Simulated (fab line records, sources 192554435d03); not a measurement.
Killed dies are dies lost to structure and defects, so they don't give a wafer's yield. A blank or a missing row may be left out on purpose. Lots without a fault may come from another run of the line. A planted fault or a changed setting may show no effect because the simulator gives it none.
A struck lot beside a sound one | flow n5_finfet | 37 steps out of a route of 1938
Sound: wafers L687.1, L687.4, L687.5. Struck: wafer L692.4. (L692.5, L692.6 of the same lot were not struck and are left out.) The cause comes at the end.
At each step with rows: each side's tool, then ch and its chambers, then its first start. Under that, the readings that differ: sound wafers | struck wafers | difference of the means | sigmas: that difference in standard deviations of wafers without a fault.
alike: readings whose means differ by less than 2 such deviations, and words and numbers that are the same on both sides. not compared: withheld readings, readings that some wafer has no value for, bounds like >300 that may hide the same value, and numbers for which the record gives no deviation and whose values overlap.
The two part at a step that has a row with sigmas, a row that says differs or no value, or rows on one side only. Numbers that don't overlap but have no deviation are shown without sigmas and don't part them. A reading that every wafer of one side lacks parts them only if that side has two wafers or more.

first, 11 steps without rows for these wafers: N5_BEOL_M2_SPUTTER_92 (material Cu, target thk 4.5 nm, time 8.29 s); N5_BEOL_M2_ANNEAL_93 (time 240 s); N5_BEOL_M2_SPUTTER_94 (material Cu, target thk 4.5 nm, time 8.29 s); N5_BEOL_M2_ANNEAL_95 (time 240 s); N5_BEOL_M2_SPUTTER_96 (material Cu, target thk 4.5 nm, time 8.29 s); N5_BEOL_M2_ECD_50 (material Cu, target thk 300 nm); N5_BEOL_M2_ANNEAL_51 (time 90 s); N5_BEOL_M2_CMP_52 (polishes, stops on SiOC, t overpolish 6.8 s, target thk 40 nm); N5_BEOL_M2_PRE_CLEAN_60 (time 15 s); N5_BEOL_M2_CO_CAP_55 (material Co, precursor CCTBA/H2, target thk 2 nm, time 102.1 s); N5_BEOL_M2_PRE_CLEAN_56 (time 15 s).
N5_BEOL_M2_DEP_57: deposits SiCN from 3MS/NH3, target thk 8 nm, time 14 s.
  sound on pecvd-04 ch 0,1, day 7 12:45; struck on pecvd-04 ch 1, day 9 06:11
  reading                                  | sound     | struck | difference | sigmas
  model.SiCN_of_BEOL_M2_DEP_57.thk_nm (nm) | 7.6 7.8 8 | 10.6   | +2.8       |
  alike: showerhead_plenum_p_Torr, throttle_valve_pct
then, 22 steps without rows for these wafers: N5_BEOL_M3_ILD_DEP_00 (deposits SiOC from DEMS/O2, target thk 79 nm, time 15.3 s); N5_BEOL_M3_PECVD_72 (deposits SiO2 from TEOS/O2, target thk 16 nm, time 18 s); N5_BEOL_M3_HM_DEP_02 (deposits TiN, target thk 20 nm); N5_BEOL_M3_COAT_61 (time 60 s, resist thk 60 nm); N5_BEOL_M3_COAT_62 (time 60 s, resist thk 12 nm); N5_BEOL_M3_COAT_73 (time 60 s, resist thk 5 nm); N5_BEOL_M3_COAT_05 (resist thk 30 nm); N5_BEOL_M3_EBR_07; N5_BEOL_M3_SOFTBAKE_06 (time 60 s); N5_BEOL_M3_EXPOSE_08 (exposes mask M3); N5_BEOL_M3_PEB_09 (peb time 60 s); N5_BEOL_M3_DEVELOP_10 (develop time 30 s); N5_BEOL_M3_DESCUM_16 (chemistry O2, time 7 s); N5_BEOL_M3_ETCH_74 (etches underlayer in N2/H2, target depth 6.5 nm, time 5.2 s); N5_BEOL_M3_ETCH_63 (etches SiARC in CF4, target depth 15.6 nm, time 26 s); N5_BEOL_M3_ETCH_64 (etches SOC in N2/H2, target depth 75 nm, overetch 15 nm, time 112.5 s); N5_BEOL_M3_STRIP_65 (strips in N2/H2); N5_BEOL_M3_STRIP_75 (strips in N2/H2); N5_BEOL_M3_STRIP_66 (strips in CF4); N5_BEOL_M3_HM_OPEN_17 (chemistry Cl2/BCl3, target TiN, target depth 20 nm, overetch 6 nm); N5_BEOL_M3_STRIP_19 (strips in O2); N5_BEOL_M3_COAT_67 (time 60 s, resist thk 60 nm).
N5_BEOL_M3_CMP_52: polishes, stops on SiOC, t overpolish 6.8 s, target thk 40 nm.
  sound on cmp-04 ch 0,1, day 8 04:31; struck on cmp-03 ch 0, day 9 15:00
  reading                                | sound        | struck | difference | sigmas
  time_to_endpoint_s (s)                 | 56 58 55     | 67     | +11        | +3
  model.Cu_of_BEOL_M3_ECD_50.thk_nm (nm) | 38.6 41 39.8 | 43.6   | +3.8       |
  alike: barrier_field_endpoint_s, edge_zone_pressure_frac, motor_current_A, overpolish_run_s
N5_BEOL_M4_RC_MEAS_101:
  sound on prober-02 ch 0, day 8 14:34; struck on prober-02 ch 0, day 10 04:04
  reading       | sound       | struck | difference | sigmas
  ION_N (uA/um) | 688 693 696 | 663    | -29        | -3
  alike: DIBL_N, DIBL_P, IOFF_N, IOFF_P, ION_P, SS_N, SS_P, VT_N, VT_P
then, 1 step without rows for these wafers: N5_PASSIVATION_PROBE_49.

WHERE THEY PART
First at N5_BEOL_M3_CMP_52; last, within this record, at N5_BEOL_M4_RC_MEAS_101.

WHY: what the simulator had put in
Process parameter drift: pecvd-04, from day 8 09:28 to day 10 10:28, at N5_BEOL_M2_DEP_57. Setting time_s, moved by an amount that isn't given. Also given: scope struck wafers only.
